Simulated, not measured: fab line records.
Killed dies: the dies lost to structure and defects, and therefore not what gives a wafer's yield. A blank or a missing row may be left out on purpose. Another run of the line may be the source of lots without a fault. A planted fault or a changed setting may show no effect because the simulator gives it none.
Matching of chambers | flow n5 finfet | N5_BEOL_M4_PECVD_72 on pecvd-04 has 3 sister chambers
The step deposits SiO2 from TEOS/O2, target thk 16 nm, time 18 s. 6 wafers are shown with their chamber, then 8 later ones without.

## WAFERS PAIRED WITH THEIR CHAMBERS
wafer  | chamber | throttle valve pct (%) | showerhead plenum p Torr (Torr)
L077.4 | 0       | 24.8                   | 8.71
L079.4 | 0       | 25.0                   | 8.73
L084.1 | 1       | 22.1                   | 8.90
L084.2 | 2       | 21.7                   | 8.72
L084.5 | 1       | 22.1                   | 8.91
L092.2 | 2       | 22.1                   | 8.71

## WAFERS WITHOUT THEIR CHAMBER
wafer  | throttle valve pct (%) | showerhead plenum p Torr (Torr)
L092.4 | 25.3                   | 8.72
L092.5 | 22.2                   | 8.91
L095.1 | 22.2                   | 8.92
L095.3 | 25.2                   | 8.71
L095.6 | 21.9                   | 8.71
L097.1 | 25.5                   | 8.69
L097.2 | 21.9                   | 8.93
L097.3 | 22.0                   | 8.71

## WHICH CHAMBER EACH WENT THROUGH
wafer  | from the rows above | in truth
L092.4 | 0                   | 0
L092.5 | 1                   | 1
L095.1 | 1                   | 1
L095.3 | 0                   | 0
L095.6 | 2                   | 2
L097.1 | 0                   | 0
L097.2 | 1                   | 1
L097.3 | 2                   | 2
Correctly placed: 8 of 8. Not placeable from these rows: 0. Wrongly placed: 0.
How it was worked out, from the rows above alone: a wafer's distance from a chamber is the root of the sum, over the readings, of the square of ((its reading less the chamber's mean) divided by the reading's scatter). If the next closest chamber is less than 2 further off than the closest, the wafer can't be placed; otherwise it belongs to the closest. The mean given for a chamber averages the wafers shown for that chamber. How the scatter is found: for the shown wafers, subtract from each reading the mean of its chamber, square and add these, divide the total by (wafers less chambers), then take the root.
